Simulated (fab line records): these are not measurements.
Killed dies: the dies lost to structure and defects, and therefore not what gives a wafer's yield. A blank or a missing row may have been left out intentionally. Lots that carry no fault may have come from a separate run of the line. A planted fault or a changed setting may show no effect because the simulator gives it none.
2 desks looking at one fault :: flow nand harc :: every desk sees just its own numbers, and what lay behind them comes last

== TOOL OWNER'S DESK, litho track-03 ==
The tool's own readings at NHARC_A_BONDPAD_SOFTBAKE_04 (time 70 s): means of the sampled wafers that have a number, for each lot that ran on this tool. The brackets show how far a lot's mean lies from the usual mean; more than 4 standard deviations puts the lot out of limits, marked OUT.
Columns: A = heater power total W at NHARC_A_BONDPAD_SOFTBAKE_04, usual 200.8 W
lot: L872
first seen here: day 23 00:00
A: 199.7

lot: L870
first seen here: day 23 13:00
A: 201.0

lot: L877
first seen here: day 26 03:00
A: 201.3

lot: L887
first seen here: day 29 05:00
A: 204.3

lot: L886
first seen here: day 29 10:00
A: 203.4

lot: L888
first seen here: day 30 11:00
A: 204.4
Result from this desk: across the 6 lots, nothing is out of limits.

== METROLOGY DESK ==
Means of the sampled wafers that have a number, per lot and without regard to the tool the lot ran on: this is what the gauges read. The brackets show how far a lot's mean lies from the usual mean; more than 4 standard deviations puts the lot out of limits, marked OUT.
Columns: A = cd nm at NHARC_A_BONDPAD_CD_MEAS_13, usual 499.6 nm
lot: L872
first seen here: day 23 00:58
A: 499.4

lot: L871
first seen here: day 23 02:02
A: 498.6

lot: L870
first seen here: day 23 14:23
A: 501.4

lot: L874
first seen here: day 24 20:39
A: 499.9

lot: L875
first seen here: day 25 14:07
A: 500.0

lot: L877
first seen here: day 26 04:03
A: 498.8

lot: L879
first seen here: day 26 23:18
A: 498.8

lot: L880
first seen here: day 27 01:58
A: 499.4

lot: L887
first seen here: day 29 05:58
A: 499.8

lot: L886
first seen here: day 29 11:10
A: 499.9

lot: L888
first seen here: day 30 12:29
A: 500.8

lot: L890
first seen here: day 31 13:49
A: 501.6

lot: L892
first seen here: day 31 18:39
A: 500.0

lot: L893
first seen here: day 32 23:37
A: 500.6
Result from this desk: across the 14 lots, nothing is out of limits.

== PUT TOGETHER ==
Nothing out of limits was seen by the tool owner's desk.
The metrology desk saw nothing out of limits.

== WHAT THE SIMULATOR HAD INSERTED ==
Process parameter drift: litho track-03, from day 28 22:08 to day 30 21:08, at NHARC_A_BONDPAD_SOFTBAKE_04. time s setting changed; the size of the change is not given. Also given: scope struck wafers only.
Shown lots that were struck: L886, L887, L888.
